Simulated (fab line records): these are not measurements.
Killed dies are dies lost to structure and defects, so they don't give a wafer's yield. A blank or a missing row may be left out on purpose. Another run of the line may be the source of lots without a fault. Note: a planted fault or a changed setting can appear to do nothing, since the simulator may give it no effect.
A struck lot beside a sound one + flow n5_finfet + 14 steps out of a route of 1938
Sound: the wafers L577.2, L577.4, L577.6. Wafers L566.2, L566.5, L566.6 were the ones struck. The cause comes at the end.
Order at every step that has rows: each side's tool, ch and its chambers, its first start. Under that, the readings that differ: sound wafers + struck wafers + difference of the means + sigmas: that difference in standard deviations of wafers without a fault.
alike: same words and numbers on both sides, and readings whose means sit less than 2 such deviations apart. not compared: any withheld reading, any reading some wafer has no value for, any bound like >300 that may hide the same value, and any number with overlapping values for which the record gives no deviation.
The two part at a step that has a row with sigmas, a row that says differs or no value, or rows on one side only. Non-overlapping numbers with no deviation appear without sigmas and do not part them. A reading missing from all wafers of one side parts the sides only when that side holds two or more wafers.

first, 9 steps without rows for these wafers: N5_SDB_SOFTBAKE_06 (time 60 s); N5_SDB_EXPOSE_08 (exposes mask SDB); N5_SDB_PEB_09 (peb time 60 s); N5_SDB_DEVELOP_10 (develop time 30 s); N5_SDB_DESCUM_16 (chemistry O2, time 7.9 s); N5_SDB_ETCH_17 (etches SiARC in CF4, target depth 23.4 nm, time 39 s); N5_SDB_ETCH_18 (etches SOC in N2/H2, target depth 100 nm, overetch 20 nm, time 150 s); N5_SDB_STRIP_19 (strips in N2/H2); N5_SDB_STRIP_21 (strips in CF4).
N5_SDB_HM_OPEN_20: chemistry CH3F/O2, target SiNx, stops on poly-Si, target depth 24 nm.
  sound on rie_diel-04 ch 0,3, day 8 22:31; struck on rie_diel-06 ch 0,3, day 5 19:56
  no value came back on the struck wafers for any of 9 readings (CH3F_flow_sccm (sccm), O2_flow_sccm (sccm) and others); on the sound wafers CH3F_flow_sccm (sccm) reads 29.93 29.97 30.09
| reading                              | sound          | struck        | difference | sigmas |
|--------------------------------------|----------------|---------------|------------|--------|
| model.SOC_of_SDB_COAT_03.thk_nm (nm) | 83.6 83.8 83.8 | 100 99.8 99.8 | +16        |        |
  not compared: rf_hours_counter_h
N5_SDB_STRIP_22: strips in N2/H2.
  sound on plasma_asher-02 ch 1, day 8 22:36; struck on plasma_asher-01 ch 0,1, day 5 20:01
| reading                      | sound             | struck            | difference | sigmas |
|------------------------------|-------------------|-------------------|------------|--------|
| heater_power_w (W)           | 391 414 406       | 313 329 311       | -86        | -2     |
| oes_product_au (a.u.)        | 0.711 0.714 0.708 | 0.734 0.728 0.736 | +0.022     | +5     |
| strip_time_to_endpoint_s (s) | 95.8 96.0 96.1    | 112.0 111.8 111.8 | +15.9      | +45    |
  alike: drypump_motor_current_A
  not compared: rf_hours_counter_h
then, 1 step without rows for these wafers: N5_SDB_PRECLEAN_23 (cleans in dHF, time 30 s).
N5_BEOL_M4_RC_MEAS_101:
  the record has rows for the sound wafers here (prober-02 ch 0, day 14 12:19) and none for the struck ones
-- record jumps: 10 days separate the struck wafers' starts on either side; left off in module BEOL_M4, taken up again in module PASSIVATION, whose first shown step is the route's number 1936 --
N5_PASSIVATION_PROBE_49:
  only the struck wafers here have rows in the record (prober-01, day 16 00:57); the sound ones have none

WHERE THEY PART
At N5_SDB_HM_OPEN_20 first; at N5_PASSIVATION_PROBE_49 last (within this record only).

WHY: whatever the simulator had introduced
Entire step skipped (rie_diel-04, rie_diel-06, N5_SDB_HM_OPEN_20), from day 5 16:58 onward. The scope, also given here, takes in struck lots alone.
